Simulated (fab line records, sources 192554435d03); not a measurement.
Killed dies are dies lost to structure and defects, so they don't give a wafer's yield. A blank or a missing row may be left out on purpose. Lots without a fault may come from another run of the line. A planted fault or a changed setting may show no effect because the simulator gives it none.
Chamber matching | flow n5_finfet | N5_BEOL_M14_CMP_49 on cmp-04: 4 sister chambers
The step polishes, stops on SiO2, t overpolish 5.2 s, target thk 560 nm. 4 wafers are shown with their chamber, then 8 later ones without.

WAFERS WITH THEIR CHAMBER
wafer  | chamber | motor_current_A (A)
L092.1 | 0       | 7.1
L092.2 | 2       | 7.1
L092.6 | 3       | 8.1
L095.2 | 1       | 7.6

WAFERS WITHOUT THEIR CHAMBER
wafer  | motor_current_A (A)
L095.3 | 7.4
L095.5 | 8.1
L094.1 | 8.2
L094.5 | 7.3
L094.6 | 7.9
L096.1 | 6.4
L096.2 | 7.1
L096.5 | 6.8

WHICH CHAMBER EACH WENT THROUGH
wafer  | from the rows above               | in truth
L095.3 | can't be placed: 1 or 0 or 2 or 3 | 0
L095.5 | can't be placed: 3 or 1           | 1
L094.1 | can't be placed: 3 or 1           | 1
L094.5 | can't be placed: 0 or 2 or 1      | 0
L094.6 | can't be placed: 3 or 1           | 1
L096.1 | can't be placed: 0 or 2 or 1      | 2
L096.2 | can't be placed: 0 or 2 or 1      | 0
L096.5 | can't be placed: 0 or 2 or 1      | 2
Placed correctly: 0 of 8. Can't be placed from these rows: 8 (the true chamber is among the candidates in 8). Placed wrongly: 0.
How it was worked out, from the rows above alone: a wafer's distance from a chamber is the root of the sum, over the readings, of the square of ((its reading less the chamber's mean) divided by the reading's scatter). The wafer belongs to the nearest chamber; if the next one is less than 2 further off, it can't be placed. A chamber's mean is the mean of its shown wafers. The scatter: with one shown wafer a chamber, the root of the mean of the squares of how far each hidden wafer lies from its nearest shown one.
